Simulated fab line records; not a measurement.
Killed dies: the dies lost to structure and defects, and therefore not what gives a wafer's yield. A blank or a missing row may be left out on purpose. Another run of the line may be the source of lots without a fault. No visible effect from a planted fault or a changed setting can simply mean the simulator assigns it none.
Which of the tools did it? -- flow nandHarc -- 13 lots with 39 wafers sampled at 3 steps, on a route of 1159 steps

== WHAT THE GAUGES READ, wafer by wafer ==
NHARC_P_STI_INSPECT_11.
lot,measured,on,rawDefectCount
L875,day 2 18:10,defectInspect-01,3 5 3
L878,day 3 11:07,defectInspect-01,3 3 2
L879,day 3 18:13,defectInspect-01,9 12 7
L881,day 4 05:04,defectInspect-01,9 1 4
L883,day 4 20:44,defectInspect-01,4 6 6
L885,day 5 04:41,defectInspect-01,8 4 5
L891,day 6 18:46,defectInspect-01,5 7 9
L892,day 7 00:18,defectInspect-01,3 4 1
L893,day 7 05:04,defectInspect-02,2 4 4
L894,day 7 10:59,defectInspect-01,9 2 8
L895,day 7 16:58,defectInspect-02,3 5 9
L896,day 8 01:14,defectInspect-02,11 5 2
L897,day 8 05:17,defectInspect-02,5 3 3

NHARC_P_GATE_CD_MEAS_59: target cd 720 nm.
lot,measured,on,cdNm (nm)
L875,day 5 08:22,cdSem-01,724.3 720.8 722.7
L878,day 6 04:40,cdSem-03,723.2 721.3 721.8
L879,day 6 15:13,cdSem-02,717.3 716.2 715.1
L881,day 6 17:55,cdSem-02,720.3 723.6 721.2
L883,day 7 10:03,cdSem-03,694.9 694.0 697.5
L885,day 8 02:25,cdSem-03,720.2 721.5 722.2
L891,day 9 14:58,cdSem-03,721.7 719.8 719.2
L892,day 9 19:21,cdSem-01,716.6 716.2 717.5
L893,day 9 19:44,cdSem-02,719.0 719.1 718.5
L894,day 10 10:03,cdSem-03,715.5 715.7 713.8
L895,day 10 09:40,cdSem-02,718.8 718.5 721.0
L896,day 10 18:26,cdSem-01,718.8 718.9 719.7
L897,day 10 19:19,cdSem-03,720.5 718.8 719.5

== WHICH TOOL RAN EACH LOT (tool, then ch and the chambers of the sampled wafers, then the start) ==
lot,NHARC_P_GATE_EXPOSE_56
L875,"krfScanner-03 ch 0, day 5 08:13"
L878,"krfScanner-04 ch 0, day 6 04:31"
L879,"krfScanner-03 ch 0, day 6 15:03"
L881,"krfScanner-03 ch 0, day 6 17:46"
L883,"krfScanner-03 ch 0, day 7 09:54"
L885,"krfScanner-02 ch 0, day 8 02:15"
L891,"krfScanner-03 ch 0, day 9 14:47"
L892,"krfScanner-03 ch 0, day 9 19:12"
L893,"krfScanner-04 ch 0, day 9 19:34"
L894,"krfScanner-04 ch 0, day 10 09:53"
L895,"krfScanner-03 ch 0, day 10 09:30"
L896,"krfScanner-04 ch 0, day 10 18:17"
L897,"krfScanner-04 ch 0, day 10 19:09"
- NHARC_P_GATE_EXPOSE_56: exposes mask P PSD, target cd 720 nm.

== WHAT THE TOOLS THEMSELVES READ (means of the sampled wafers that have a number; where no wafer has one, the mark that the record gives instead) ==
The record holds no such reading with a usual standard deviation.

== THE ANSWER, worked out from the rows above alone ==
Rule: what is usual is taken from the lots themselves. Put in order of their means at a reading, lots are off if they are a third of the lots or fewer, leave a main group of 4 or more, and stand apart from it by a gap of 3 or more times the standard deviation of the main group's means; of several such gaps the widest counts. Not used: any main group whose means are identical at the precision the tables above print for the reading. Also off: a lot with no number at a reading for which 4 or more lots have one. Any other lot the step has rows for is counted as sound. After the gauges, taken in route order, come the tools' own readings; for these a lot's mean is taken, as printed above. The first step at which some lot is off is used, and at that step the reading that is off furthest; a lot without a number counts as furthest.
Off at NHARC_P_GATE_CD_MEAS_59 (cdNm): L883. Mean 719.4 nm and standard deviation 2.3 in the main group.
A tool fits if, at a process step before that reading, it ran every lot that is off, and no sound lot after the first of them. Gauges at NHARC_P_GATE_CD_MEAS_59: tried the same way as those tools. Not one of the candidates tried fits.

== WHAT HAD BEEN PUT IN BY THE SIMULATOR ==
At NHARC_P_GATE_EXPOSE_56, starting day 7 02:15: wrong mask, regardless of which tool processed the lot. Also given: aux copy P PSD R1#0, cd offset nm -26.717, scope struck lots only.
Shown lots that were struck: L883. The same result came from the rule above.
